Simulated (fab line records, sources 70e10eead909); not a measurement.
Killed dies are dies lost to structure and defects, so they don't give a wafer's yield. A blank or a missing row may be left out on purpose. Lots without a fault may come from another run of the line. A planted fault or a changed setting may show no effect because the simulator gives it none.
Which tool did it? | flow nand_harc | 12 lots, 35 wafers sampled, at 5 steps of a route of 1302

WHAT THE GAUGES READ, wafer by wafer
NHARC_END_SORT_01. Usual: killed_at_array 59, standard deviation 17; killed_at_other 0.7, standard deviation 0.9; killed_at_periphery 3.6, standard deviation 2.3; killed_dies 63, standard deviation 18; killed_open 3.4, standard deviation 1.9; killed_short 2.6, standard deviation 1.7.
lot  | measured     | on        | killed_at_array | killed_at_other | killed_at_periphery | killed_dies | killed_open | killed_short | flag
L353 | day 31 14:05 | prober-02 | 94 74 82        | 0 0 1           | 6 3 4               | 100 77 87   | 4 1 1       | 4 4 3        |

WHICH TOOL RAN EACH LOT (tool, then ch and the chambers of the sampled wafers, then the start)
lot  | NHARC_A_CHANNEL_HOLE_D2_ETCH_34               | NHARC_A_CHANNEL_FILL_D2_ALD_16   | NHARC_A_CHANNEL_FILL_D2_ETCHBACK_20 | NHARC_A_CHANNEL_FILL_D2_STRIP_29
L336 | rie_diel-13 ch 0,3, day 13 17:25 or earlier   | ald_hk-02 ch 2,3, day 13 17:25   | rie_diel-11 ch 0,3, day 14 05:27    | rie_diel-11 ch 0,3, no start
L339 | rie_diel-13 ch 0,1, day 15 08:12 or earlier   | ald_hk-02 ch 0,2,3, day 15 08:12 | rie_diel-07 ch 0,3, day 15 20:10    | rie_diel-07 ch 0,1,2, no start
L340 | rie_diel-13 ch 0,2, day 15 08:31 or earlier   | ald_hk-02 ch 1,2, day 15 08:31   | rie_diel-12 ch 0,2, day 15 20:12    | rie_diel-07 ch 0,3, no start
L341 | rie_diel-04 ch 0,2, day 15 17:54 or earlier   | ald_hk-04 ch 2,3, day 15 17:54   | rie_diel-11 ch 0,2,3, day 16 06:06  | rie_diel-11 ch 0,1,3, no start
L349 | rie_diel-13 ch 0,1,2, day 19 05:18 or earlier | ald_hk-01 ch 1,2,3, day 19 05:18 | rie_diel-07 ch 0,1,2, day 19 16:08  | rie_diel-11 ch 0,1,2, no start
L351 | rie_diel-04 ch 0,1,3, day 20 13:04 or earlier | ald_hk-01 ch 0,1, day 20 13:04   | rie_diel-11 ch 0,1,3, day 21 01:01  | rie_diel-12 ch 0,1,3, no start
L350 | rie_diel-08 ch 0,2, day 20 13:14 or earlier   | ald_hk-01 ch 0,2,3, day 20 13:14 | rie_diel-07 ch 1,3, day 21 01:01    | rie_diel-11 ch 0,3, no start
L353 | rie_diel-04 ch 1,2,3, day 20 22:33 or earlier | ald_hk-04 ch 0,2,3, day 20 22:33 | rie_diel-11 ch 0,1,2, day 21 12:04  | rie_diel-11 ch 0,1,2, day 31 14:05 or earlier
L352 | rie_diel-13 ch 0,2,3, day 20 22:33 or earlier | ald_hk-02 ch 0,1,2, day 20 22:33 | rie_diel-07 ch 0,2,3, day 21 12:04  | rie_diel-07 ch 1,2,3, day 22 05:56
L355 | rie_diel-08 ch 1,2,3, day 22 01:10 or earlier | ald_hk-02 ch 0,1,3, day 22 01:10 | rie_diel-11 ch 0,2,3, day 22 13:08  | rie_diel-07 ch 0,2,3, no start
L356 | rie_diel-13 ch 0,3, day 22 23:20 or earlier   | ald_hk-04 ch 0,1, day 22 23:20   | rie_diel-07 ch 1,2, day 23 12:45    | rie_diel-07 ch 0,1, no start
L358 | rie_diel-13 ch 0,1,3, day 23 07:59 or earlier | ald_hk-04 ch 0,2,3, day 23 07:59 | rie_diel-07 ch 1,2, day 23 19:34    | rie_diel-07 ch 0,1,2, no start
- NHARC_A_CHANNEL_HOLE_D2_ETCH_34: etches the open film in CF4/CHF3, target depth 154 nm, time 77 s.
- NHARC_A_CHANNEL_FILL_D2_ALD_16: deposits SiO2, target thk 1.5 nm, pulse time 10 s, ald cycles 15.
- NHARC_A_CHANNEL_FILL_D2_ETCHBACK_20: etches the open film in C4F8/O2/Ar, target depth 27 nm, time 13.5 s.
- NHARC_A_CHANNEL_FILL_D2_STRIP_29: strips in O2, time 20 s.

WHAT THE TOOLS THEMSELVES READ (means of the sampled wafers that have a number; where no wafer has one, the mark that the record gives instead)
NHARC_A_CHANNEL_HOLE_D2_ETCH_34. Usual: chamber_pressure_mTorr 25.000 mTorr, standard deviation 0.023; drypump_motor_current_A 5.6 A, standard deviation 0.47; oes_product_au 0.957 a.u., standard deviation 0.019; rf_vpp_V 370.6 V, standard deviation 1.6; showerhead_plenum_p_Torr 1.57 Torr, standard deviation 0.045; throttle_valve_pct 16.802 %, standard deviation 0.009.
lot  | tool        | chamber_pressure_mTorr (mTorr) | drypump_motor_current_A (A) | oes_product_au (a.u.) | rf_vpp_V (V) | showerhead_plenum_p_Torr (Torr) | throttle_valve_pct (%) | flag
L336 | rie_diel-13 | 25.010                         | 5.8                         | 0.972                 | 370.2        | 1.56                            | 16.799                 |
L339 | rie_diel-13 | 24.991                         | 6.3                         | 0.919                 | 371.4        | 1.60                            | 16.804                 |
L340 | rie_diel-13 | 24.987                         | 5.5                         | 0.931                 | 368.1        | 1.52                            | 16.799                 |
L341 | rie_diel-04 | 25.005                         | 4.9                         | 0.971                 | 370.7        | 1.57                            | 16.801                 |
L349 | rie_diel-13 | 25.004                         | 5.9                         | 0.967                 | 370.8        | 1.56                            | 16.805                 |
L351 | rie_diel-04 | 24.990                         | 5.4                         | 0.976                 | 371.4        | 1.59                            | 16.798                 |
L350 | rie_diel-08 | 24.996                         | 5.5                         | 0.967                 | 370.1        | 1.57                            | 16.801                 |
L353 | rie_diel-04 | 24.978                         | 5.5                         | 0.975                 | 372.0        | 1.62                            | 16.804                 |
L352 | rie_diel-13 | 24.981                         | 5.6                         | 0.966                 | 369.5        | 1.53                            | 16.804                 |
L355 | rie_diel-08 | 25.007                         | 5.4                         | 0.960                 | 369.6        | 1.58                            | 16.796                 |
L356 | rie_diel-13 | 25.010                         | 5.8                         | 0.959                 | 369.4        | 1.55                            | 16.810                 |
L358 | rie_diel-13 | 24.996                         | 6.1                         | 0.923                 | 370.7        | 1.57                            | 16.804                 |

NHARC_A_CHANNEL_FILL_D2_ALD_16. Usual: heater_power_w 471 W, standard deviation 58; precursor_pulse_height_rel 0.998, standard deviation 0.02.
lot  | tool      | heater_power_w (W) | precursor_pulse_height_rel | flag
L336 | ald_hk-02 | 445                | 0.989                      |
L339 | ald_hk-02 | 480                | 0.997                      |
L340 | ald_hk-02 | 460                | 1.023                      |
L341 | ald_hk-04 | 413                | 1.013                      |
L349 | ald_hk-01 | 484                | 1.013                      |
L351 | ald_hk-01 | 522                | 1.001                      |
L350 | ald_hk-01 | 522                | 0.987                      |
L353 | ald_hk-04 | 414                | 1.011                      |
L352 | ald_hk-02 | 508                | 1.008                      |
L355 | ald_hk-02 | 490                | 0.986                      |
L356 | ald_hk-04 | 440                | 0.981                      |
L358 | ald_hk-04 | 413                | 0.989                      |

NHARC_A_CHANNEL_FILL_D2_ETCHBACK_20. Usual: chamber_pressure_mTorr 25.001 mTorr, standard deviation 0.024; oes_product_au 0.985 a.u., standard deviation 0.026; rf_vpp_V 976 V, standard deviation 4.5.
lot  | tool        | chamber_pressure_mTorr (mTorr) | oes_product_au (a.u.) | rf_vpp_V (V) | flag
L336 | rie_diel-11 | 25.011                         | 0.948                 | 975          |
L339 | rie_diel-07 | 25.002                         | 0.991                 | 976          |
L340 | rie_diel-12 | 25.020                         | 1.001                 | 976          |
L341 | rie_diel-11 | 24.979                         | 0.932                 | 973          |
L349 | rie_diel-07 | 25.015                         | 0.995                 | 981          |
L351 | rie_diel-11 | 25.016                         | 0.985                 | 974          |
L350 | rie_diel-07 | 25.004                         | 1.002                 | 973          |
L353 | rie_diel-11 | 25.013                         | 0.920                 | 972          |
L352 | rie_diel-07 | 24.997                         | 0.998                 | 979          |
L355 | rie_diel-11 | 25.008                         | 0.970                 | 973          |
L356 | rie_diel-07 | 24.995                         | 0.993                 | 979          |
L358 | rie_diel-07 | 25.017                         | 0.997                 | 980          |

NHARC_A_CHANNEL_FILL_D2_STRIP_29. Usual: chamber_pressure_mTorr 59.99 mTorr, standard deviation 0.056; drypump_motor_current_A 5.8 A, standard deviation 0.37; oes_product_au 1.000 a.u., standard deviation 0.0068; rf_vpp_V 57.7 V, standard deviation 0.79; showerhead_plenum_p_Torr 3.47 Torr, standard deviation 0.11; throttle_valve_pct 17.036 %, standard deviation 0.0091.
lot  | tool        | chamber_pressure_mTorr (mTorr) | drypump_motor_current_A (A) | oes_product_au (a.u.) | rf_vpp_V (V) | showerhead_plenum_p_Torr (Torr) | throttle_valve_pct (%) | flag
L336 | rie_diel-11 | 60.00                          | 5.7                         | 0.994                 | 57.6         | 3.40                            | 17.035                 |
L339 | rie_diel-07 | 60.01                          | 5.8                         | 1.001                 | 58.3         | 3.60                            | 17.030                 |
L340 | rie_diel-07 | 60.01                          | 6.2                         | 1.010                 | 57.8         | 3.52                            | 17.041                 |
L341 | rie_diel-11 | 59.94                          | 5.8                         | 1.002                 | 57.8         | 3.41                            | 17.040                 |
L349 | rie_diel-11 | 59.97                          | 5.8                         | 0.997                 | 57.1         | 3.36                            | 17.035                 |
L351 | rie_diel-12 | 59.92                          | 5.9                         | 0.996                 | 58.3         | 3.49                            | 17.037                 |
L350 | rie_diel-11 | 59.99                          | 5.6                         | 1.004                 | 58.2         | 3.44                            | 17.043                 |
L353 | rie_diel-11 | 60.06                          | 5.8                         | 0.994                 | 57.6         | 3.36                            | 17.033                 |
L352 | rie_diel-07 | 60.01                          | 6.0                         | 0.995                 | 57.1         | 3.48                            | 17.050                 |
L355 | rie_diel-07 | 60.00                          | 6.0                         | 0.998                 | 57.5         | 3.54                            | 17.030                 |
L356 | rie_diel-07 | 60.01                          | 5.8                         | 1.000                 | 57.8         | 3.57                            | 17.036                 |
L358 | rie_diel-07 | 59.95                          | 5.8                         | 0.992                 | 57.7         | 3.59                            | 17.036                 |

THE ANSWER, worked out from the rows above alone
Rule: a lot is off if the mean of its wafers that have a number lies more than 3 standard deviations from the usual mean. A lot without any number at a reading at which 4 lots or more have one is off too. The other lots that the step has rows for count as sound. The gauges are gone through in route order, then the tools' own readings, and for those a lot's mean is taken as printed above. The first step at which some lot is off is used, and at that step the reading that is off furthest; a lot without a number counts as furthest.
No lot is off at any reading shown: from this, nothing can be told.

WHAT THE SIMULATOR HAD PUT IN
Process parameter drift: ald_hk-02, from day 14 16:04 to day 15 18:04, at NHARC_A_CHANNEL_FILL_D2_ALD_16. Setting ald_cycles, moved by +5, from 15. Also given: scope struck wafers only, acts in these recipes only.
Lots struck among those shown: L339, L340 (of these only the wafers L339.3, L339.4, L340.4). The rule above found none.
